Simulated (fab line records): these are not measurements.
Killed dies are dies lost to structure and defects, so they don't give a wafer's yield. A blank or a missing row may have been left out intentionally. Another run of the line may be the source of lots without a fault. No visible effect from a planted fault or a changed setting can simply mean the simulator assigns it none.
Matching of chambers -- flow nand-harc -- 4 sister chambers for NHARC_A_CHANNEL_FILL_D1_CMP_10 on cmp-04
The step polishes, target thk 150 nm. 4 wafers are shown with their chamber, then 11 later ones without.

== WAFERS PAIRED WITH THEIR CHAMBERS ==
wafer,chamber,motor-current-A (A)
L080.6,2,13.8
L082.2,0,13.6
L082.4,3,12.8
L085.3,1,14.3

== WAFERS WITH NO CHAMBER GIVEN ==
wafer,motor-current-A (A)
L085.4,13.3
L085.5,13.3
L090.1,13.3
L090.2,13.6
L090.4,13.3
L091.1,13.7
L091.3,13.8
L091.4,12.8
L093.1,12.5
L093.2,13.3
L093.3,14.8

== CHAMBER TAKEN BY EACH ==
wafer,from the rows above,in truth
L085.4,can't be placed: 0 or 2 or 3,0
L085.5,can't be placed: 0 or 2 or 3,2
L090.1,can't be placed: 0 or 2 or 3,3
L090.2,can't be placed: 0 or 2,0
L090.4,can't be placed: 0 or 2 or 3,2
L091.1,can't be placed: 0 or 2 or 1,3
L091.3,can't be placed: 2 or 0 or 1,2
L091.4,3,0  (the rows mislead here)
L093.1,3,3
L093.2,can't be placed: 0 or 2 or 3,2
L093.3,can't be placed: 1 or 2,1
1 of 11 placed correctly. These rows do not allow placing 9 (true chamber among the candidates in 8). Placed wrongly: 1.
How it was worked out, from the rows above alone: a wafer's distance from a chamber is the root of the sum, over the readings, of the square of ((its reading less the chamber's mean) divided by the reading's scatter). The wafer belongs to the nearest chamber; if the next one is less than 2 further off, it can't be placed. Each chamber's mean is taken over the wafers shown for it. The scatter: root of mean squared gap, hidden wafer to nearest shown wafer, with one shown wafer a chamber.
